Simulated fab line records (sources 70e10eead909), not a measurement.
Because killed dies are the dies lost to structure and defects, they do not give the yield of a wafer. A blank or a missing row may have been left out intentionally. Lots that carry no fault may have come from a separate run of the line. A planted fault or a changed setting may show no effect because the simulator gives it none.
2 desks looking at one fault || flow nand_harc || every desk sees just its own numbers, and what lay behind them comes last

== METROLOGY DESK ==
What the gauges read, lot by lot, whatever tool the lot ran on: means of the sampled wafers that have a number. A lot is out of limits, marked OUT, if its mean lies more than 4 standard deviations from the usual mean; the brackets give that distance.
Columns: A = cd_nm at NHARC_A_BONDPAD_CD_MEAS_09, usual 499.9 nm; B = overlay_x_nm at NHARC_A_BONDPAD_OVL_MEAS_35, usual -1 nm; C = overlay_y_nm at NHARC_A_BONDPAD_OVL_MEAS_35, usual 1 nm; D = cd_nm at NHARC_A_BONDPAD_CD_MEAS_13, usual 499.2 nm
{"lot": "L675", "first seen here": "day 23 12:25", "A": 498.4, "B": -1, "C": 1, "D": 497.9}
{"lot": "L676", "first seen here": "day 24 04:04", "A": 499.0, "B": 2, "C": 1, "D": 498.4}
{"lot": "L682", "first seen here": "day 27 06:07", "A": 501.3, "B": 3, "C": -4, "D": 500.0}
{"lot": "L691", "first seen here": "day 30 05:29", "A": 500.2, "B": -6, "C": 6, "D": 500.6}
{"lot": "L696", "first seen here": "day 33 00:56", "A": 500.3, "B": 2, "C": 3, "D": 499.6}
This desk found nothing out of limits on any of the 5 lots.

== DESK OF THE TOOL OWNER: rie_diel-07 ==
The tool's own readings at NHARC_A_BONDPAD_STRIP_15 (strips in O2): means of the sampled wafers that have a number, for each lot that ran on this tool. A lot is out of limits, marked OUT, if its mean lies more than 4 standard deviations from the usual mean; the brackets give that distance.
Columns: A = chamber_pressure_mTorr at NHARC_A_BONDPAD_STRIP_15, usual 60.00 mTorr; B = drypump_motor_current_A at NHARC_A_BONDPAD_STRIP_15, usual 5.6 A; C = oes_product_au at NHARC_A_BONDPAD_STRIP_15, usual 1.001 a.u.; D = rf_vpp_V at NHARC_A_BONDPAD_STRIP_15, usual 57.9 V; E = showerhead_plenum_p_Torr at NHARC_A_BONDPAD_STRIP_15, usual 3.60 Torr; F = throttle_valve_pct at NHARC_A_BONDPAD_STRIP_15, usual 17.037 %
{"lot": "L676", "first seen here": "day 24 04:41", "A": 59.96, "B": 5.2, "C": 1.006, "D": 58.2, "E": 3.61, "F": 17.036}
{"lot": "L682", "first seen here": "day 27 06:45", "A": 60.03, "B": 5.6, "C": 0.994, "D": 56.9, "E": 3.61, "F": 17.041}
{"lot": "L691", "first seen here": "day 30 06:05", "A": "57.79 (-40) OUT", "B": 5.7, "C": 0.995, "D": 57.1, "E": 3.58, "F": 17.035}
This desk's verdict: out of limits on L691, starting with L691 at day 30 06:05 (chamber_pressure_mTorr at NHARC_A_BONDPAD_STRIP_15). L676, L682: within limits.

== PUT TOGETHER ==
An alarm could have come from the tool owner's desk at day 30 06:05, on L691.
At the metrology desk, nothing out of limits was observed.
The metrology desk holds a record of L691, inside its limits.
All the named lots went through NHARC_A_BONDPAD_STRIP_15 on rie_diel-07.

== WHAT HAD BEEN PUT IN BY THE SIMULATOR ==
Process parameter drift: rie_diel-07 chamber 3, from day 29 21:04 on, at NHARC_A_BONDPAD_STRIP_15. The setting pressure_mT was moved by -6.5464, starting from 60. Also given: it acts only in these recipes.
Struck lots among those shown: L691.
Time in hours from fault onset to the first out-of-limits reading at each desk: the tool owner's desk, 9.
